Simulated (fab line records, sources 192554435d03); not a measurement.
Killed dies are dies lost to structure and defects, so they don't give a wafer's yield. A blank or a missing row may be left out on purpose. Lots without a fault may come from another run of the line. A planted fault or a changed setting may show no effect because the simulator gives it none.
Chamber matching | flow n5_finfet | N5_BEOL_M11_DEP_56 on pecvd-03: 3 sister chambers
The step deposits SiCN from 3MS/NH3, target thk 30 nm, time 10.5 s. 20 wafers are shown with their chamber, then 10 later ones without.

WAFERS WITH THEIR CHAMBER
wafer  | chamber | throttle_valve_pct (%) | showerhead_plenum_p_Torr (Torr) | chamber_pressure_Torr (Torr)
L075.3 | 1       | 18.8                   | 4.128                           | 3.003
L075.4 | 2       | 17.3                   | 4.158                           | 3.008
L075.6 | 0       | 18.2                   | 4.189                           | 3.000
L080.1 | 0       | 17.9                   | 4.194                           | 3.001
L080.4 | 0       | 18.1                   | 4.184                           | 2.997
L080.6 | 1       | 19.1                   | 4.141                           | 2.986
L081.1 | 1       | 18.9                   | 4.128                           | 3.004
L081.2 | 2       | 17.3                   | 4.165                           | 2.995
L081.5 | 1       | 18.7                   | 4.137                           | 3.005
L085.2 | 1       | 19.3                   | 4.147                           | 2.995
L085.4 | 2       | 17.4                   | 4.158                           | 3.009
L085.6 | 1       | 18.9                   | 4.139                           | 2.986
L088.2 | 0       | 17.8                   | 4.200                           | 3.002
L088.5 | 2       | 17.6                   | 4.156                           | 3.004
L088.6 | 1       | 19.0                   | 4.133                           | 2.997
L086.1 | 0       | 17.9                   | 4.190                           | 2.995
L086.2 | 1       | 18.8                   | 4.142                           | 3.000
L086.4 | 0       | 17.9                   | 4.181                           | 3.008
L090.2 | 2       | 17.6                   | 4.174                           | 3.006
L090.3 | 0       | 17.9                   | 4.186                           | 3.001

SIGNATURES (means of the wafers above)
reading                  | chamber 0 | chamber 1 | chamber 2 | scatter within a chamber
throttle_valve_pct       | 17.957    | 18.938    | 17.440    | 0.166
showerhead_plenum_p_Torr | 4.18914   | 4.13687   | 4.16220   | 0.00681
chamber_pressure_Torr    | 3.00057   | 2.99700   | 3.00440   | 0.00609
Rule: a wafer's distance from a chamber is the root of the sum, over the readings, of the square of ((its reading less the chamber's mean) divided by the reading's scatter). The wafer belongs to the nearest chamber; if the next one is less than 2 further off, it can't be placed. The scatter: the root of (the sum of the squares of (reading less its chamber's mean) over the shown wafers, divided by (wafers less chambers)).

WAFERS WITHOUT THEIR CHAMBER
wafer  | throttle_valve_pct (%) | showerhead_plenum_p_Torr (Torr) | chamber_pressure_Torr (Torr)
L090.4 | 18.0                   | 4.190                           | 3.004
L089.3 | 17.9                   | 4.191                           | 2.995
L089.4 | 18.9                   | 4.132                           | 3.008
L089.5 | 17.7                   | 4.160                           | 2.989
L091.1 | 19.1                   | 4.134                           | 2.996
L091.3 | 17.5                   | 4.166                           | 3.003
L091.4 | 17.5                   | 4.167                           | 3.000
L096.1 | 17.9                   | 4.175                           | 3.001
L096.2 | 18.6                   | 4.131                           | 2.988
L096.4 | 18.0                   | 4.186                           | 2.992

WHICH CHAMBER EACH WENT THROUGH
wafer  | from the rows above     | in truth
L090.4 | 0                       | 0
L089.3 | 0                       | 0
L089.4 | 1                       | 1
L089.5 | can't be placed: 2 or 0 | 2
L091.1 | 1                       | 1
L091.3 | 2                       | 2
L091.4 | 2                       | 2
L096.1 | can't be placed: 0 or 2 | 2
L096.2 | 1                       | 1
L096.4 | 0                       | 0
Placed correctly: 8 of 10. Can't be placed from these rows: 2 (the true chamber is among the candidates in 2). Placed wrongly: 0.
